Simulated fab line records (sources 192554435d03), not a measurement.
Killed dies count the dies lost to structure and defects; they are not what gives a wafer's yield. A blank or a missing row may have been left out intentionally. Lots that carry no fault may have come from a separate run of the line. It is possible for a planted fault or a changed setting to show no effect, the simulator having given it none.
Split-lot trial + flow n5_finfet + 21 wafers read from 7 lots, route of 1938 steps

== THE SPLIT ITSELF ==
At N5_PASSIVATION_EXPOSE_41 (exposes mask PASS OPEN, defocus 0 nm, target cd 40000 nm), the setting dose_mj was moved away from the recipe's 57.25 on 3 of the 21 wafers read, by -3.9% to -3.5%. All remaining wafers had this setting at the recipe value.

== FROM THE SPLIT TO THE READING: what the file shows between them, 3 steps ==
- N5_PASSIVATION_PEB_42
- N5_PASSIVATION_DEVELOP_43: develop time 60 s
- N5_PASSIVATION_HARDBAKE_45: time 120 s

== THE READING ==
cd_nm at N5_PASSIVATION_CD_MEAS_44, given in nm (cd target 40000 nm). A value of 40000 nm with a standard deviation of 3.3 nm is what fault-free wafers of this fab line usually give.

| wafer  | tool, chamber at the split | dose_mj as run | against the recipe | cd_nm, nm | against lot-mates on the recipe |
|--------|----------------------------|----------------|--------------------|-----------|---------------------------------|
| L074.3 | krf_scanner-02, 0          | 57.25          | recipe             | 39999     | -                               |
| L074.4 | krf_scanner-02, 0          | 57.25          | recipe             | 39999     | -                               |
| L074.6 | krf_scanner-02, 0          | 57.25          | recipe             | 39999     | -                               |
| L075.2 | krf_scanner-02, 0          | 57.25          | recipe             | 39999     | -                               |
| L075.3 | krf_scanner-02, 0          | 55.22          | -3.5%              | 39984     | -15                             |
| L075.5 | krf_scanner-02, 0          | 55.22          | -3.5%              | 39986     | -13                             |
| L083.2 | krf_scanner-02, 0          | 57.25          | recipe             | 39996     | -                               |
| L083.3 | krf_scanner-02, 0          | 55.02          | -3.9%              | 39984     | -11                             |
| L083.4 | krf_scanner-02, 0          | 57.25          | recipe             | 39994     | -                               |
| L088.2 | krf_scanner-02, 0          | 57.25          | recipe             | 40004     | -                               |
| L088.3 | krf_scanner-02, 0          | 57.25          | recipe             | 40002     | -                               |
| L088.5 | krf_scanner-02, 0          | 57.25          | recipe             | 40007     | -                               |
| L091.3 | krf_scanner-02, 0          | 57.25          | recipe             | 40006     | -                               |
| L091.4 | krf_scanner-02, 0          | 57.25          | recipe             | 40008     | -                               |
| L091.5 | krf_scanner-02, 0          | 57.25          | recipe             | 40005     | -                               |
| L096.1 | krf_scanner-02, 0          | 57.25          | recipe             | 39998     | -                               |
| L096.2 | krf_scanner-02, 0          | 57.25          | recipe             | 40003     | -                               |
| L096.3 | krf_scanner-02, 0          | 57.25          | recipe             | 40005     | -                               |
| L097.2 | krf_scanner-02, 0          | 57.25          | recipe             | 39999     | -                               |
| L097.3 | krf_scanner-02, 0          | 57.25          | recipe             | 39998     | -                               |
| L097.4 | krf_scanner-02, 0          | 57.25          | recipe             | 40001     | -                               |

FIT RESULTS
A straight line over all 21 wafers: cd_nm changes by +4.52 nm for each +1% of dose_mj; r = +0.85; the points scatter about the line by 3.8 nm.
The same after taking each lot's own level away (the mean of its wafers on the recipe; 21 wafers): +3.52 nm for each +1%; r = +0.93; scatter 1.8 nm.
That fit puts the effect of the largest move of dose_mj on the reading at 14 nm.
From 39995.0 to 40006.3 nm: that is the span of the lots' own levels, equal to 3.4 times the standard deviation above.
So the slope is not independent of the lot-to-lot level: the two fits are not the same.
Check: for one of the wafers moved furthest among these (-3.9%), held out of the fit, the line's prediction against its lot-mates is -15.4 nm. Against them it came out at -11 nm.

== ADDITIONAL SPLITS CARRIED BY THESE WAFERS ==
These wafers also went through other splits before the reading. Each is held against what the fit with the lots' levels taken away leaves over:
| other split on the same wafers     | wafers away from the commonest value | r with cd_nm (lot level and that fit taken away) |
|------------------------------------|--------------------------------------|--------------------------------------------------|
| N5_BEOL_M15_SPUTTER_43 power_w     | 7                                    | -0.01                                            |
| N5_MIM_BOT_LITHO_EXPOSE_05 dose_mj | 8                                    | -0.09                                            |

== FILE'S OWN FIT ==
cd_nm changes by +3.35 nm for each +1% of dose_mj, r = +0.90.
